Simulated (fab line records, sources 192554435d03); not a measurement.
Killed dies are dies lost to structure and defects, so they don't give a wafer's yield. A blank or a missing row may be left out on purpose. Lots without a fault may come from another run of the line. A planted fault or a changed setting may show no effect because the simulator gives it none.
Chamber matching | flow n5_finfet | N5_HKMG_FIN_ALD_21 on ald_metal-02: 4 sister chambers
The step deposits TiN, target thk 1.5 nm, pulse time 1 s, purge time 3 s. 14 wafers are shown with their chamber, then 7 later ones without.

WAFERS WITH THEIR CHAMBER
wafer  | chamber | heater_power_w (W) | precursor_pulse_height_rel
L080.1 | 2       | 837                | 0.967
L080.3 | 0       | 863                | 0.998
L080.4 | 3       | 824                | 1.009
L083.1 | 3       | 798                | 0.980
L083.2 | 0       | 859                | 0.995
L083.5 | 1       | 785                | 0.986
L085.3 | 2       | 849                | 1.039
L085.5 | 3       | 813                | 0.959
L085.6 | 0       | 858                | 1.006
L089.1 | 0       | 865                | 1.010
L089.2 | 2       | 852                | 1.016
L089.3 | 1       | 760                | 1.029
L089.4 | 3       | 802                | 0.995
L089.5 | 3       | 827                | 0.996

SIGNATURES (means of the wafers above)
reading                    | chamber 0 | chamber 1 | chamber 2 | chamber 3 | scatter within a chamber
heater_power_w             | 861.25    | 772.50    | 846.00    | 812.80    | 10.6
precursor_pulse_height_rel | 1.00225   | 1.00750   | 1.00733   | 0.98780   | 0.0229
Rule: a wafer's distance from a chamber is the root of the sum, over the readings, of the square of ((its reading less the chamber's mean) divided by the reading's scatter). The wafer belongs to the nearest chamber; if the next one is less than 2 further off, it can't be placed. The scatter: the root of (the sum of the squares of (reading less its chamber's mean) over the shown wafers, divided by (wafers less chambers)).

WAFERS WITHOUT THEIR CHAMBER
wafer  | heater_power_w (W) | precursor_pulse_height_rel
L089.6 | 863                | 1.012
L092.3 | 807                | 0.987
L092.4 | 757                | 1.008
L092.5 | 877                | 0.990
L096.3 | 784                | 1.023
L096.5 | 814                | 1.024
L096.6 | 873                | 1.002

WHICH CHAMBER EACH WENT THROUGH
wafer  | from the rows above     | in truth
L089.6 | can't be placed: 0 or 2 | 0
L092.3 | 3                       | 3
L092.4 | 1                       | 1
L092.5 | can't be placed: 0 or 2 | 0
L096.3 | can't be placed: 1 or 3 | 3
L096.5 | can't be placed: 3 or 2 | 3
L096.6 | can't be placed: 0 or 2 | 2
Placed correctly: 2 of 7. Can't be placed from these rows: 5 (the true chamber is among the candidates in 5). Placed wrongly: 0.
